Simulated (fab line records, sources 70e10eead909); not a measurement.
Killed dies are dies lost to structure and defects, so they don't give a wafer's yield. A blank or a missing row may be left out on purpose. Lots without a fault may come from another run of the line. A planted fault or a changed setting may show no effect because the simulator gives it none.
Chamber matching | flow nand_harc | NHARC_A_STAIRCASE_TRIM_196 on rie_diel-04: 4 sister chambers
The step chemistry O2, time 211.2 s. 8 wafers are shown with their chamber, then 12 later ones without.

WAFERS WITH THEIR CHAMBER
wafer  | chamber | showerhead_plenum_p_Torr (Torr) | rf_vpp_V (V)
L079.3 | 0       | 3.59                            | 57.4
L079.5 | 0       | 3.59                            | 57.0
L080.1 | 2       | 3.58                            | 57.8
L080.5 | 3       | 3.33                            | 55.4
L080.6 | 1       | 3.53                            | 58.1
L088.1 | 1       | 3.52                            | 59.2
L088.3 | 3       | 3.32                            | 58.3
L088.4 | 2       | 3.58                            | 58.6

WAFERS WITHOUT THEIR CHAMBER
wafer  | showerhead_plenum_p_Torr (Torr) | rf_vpp_V (V)
L092.2 | 3.52                            | 58.7
L092.4 | 3.32                            | 56.9
L092.5 | 3.32                            | 55.8
L094.1 | 3.57                            | 58.1
L094.3 | 3.51                            | 59.1
L094.5 | 3.51                            | 57.4
L096.1 | 3.51                            | 55.9
L096.5 | 3.57                            | 57.7
L096.6 | 3.51                            | 57.3
L097.2 | 3.57                            | 60.3
L097.4 | 3.31                            | 56.5
L097.5 | 3.56                            | 56.6

WHICH CHAMBER EACH WENT THROUGH
wafer  | from the rows above     | in truth
L092.2 | 1                       | 1
L092.4 | 3                       | 3
L092.5 | 3                       | 3
L094.1 | 2                       | 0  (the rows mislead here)
L094.3 | 1                       | 1
L094.5 | 1                       | 1
L096.1 | 1                       | 1
L096.5 | can't be placed: 2 or 0 | 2
L096.6 | 1                       | 1
L097.2 | 2                       | 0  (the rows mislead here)
L097.4 | 3                       | 3
L097.5 | can't be placed: 2 or 0 | 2
Placed correctly: 8 of 12. Can't be placed from these rows: 2 (the true chamber is among the candidates in 2). Placed wrongly: 2.
How it was worked out, from the rows above alone: a wafer's distance from a chamber is the root of the sum, over the readings, of the square of ((its reading less the chamber's mean) divided by the reading's scatter). The wafer belongs to the nearest chamber; if the next one is less than 2 further off, it can't be placed. A chamber's mean is the mean of its shown wafers. The scatter: the root of (the sum of the squares of (reading less its chamber's mean) over the shown wafers, divided by (wafers less chambers)).
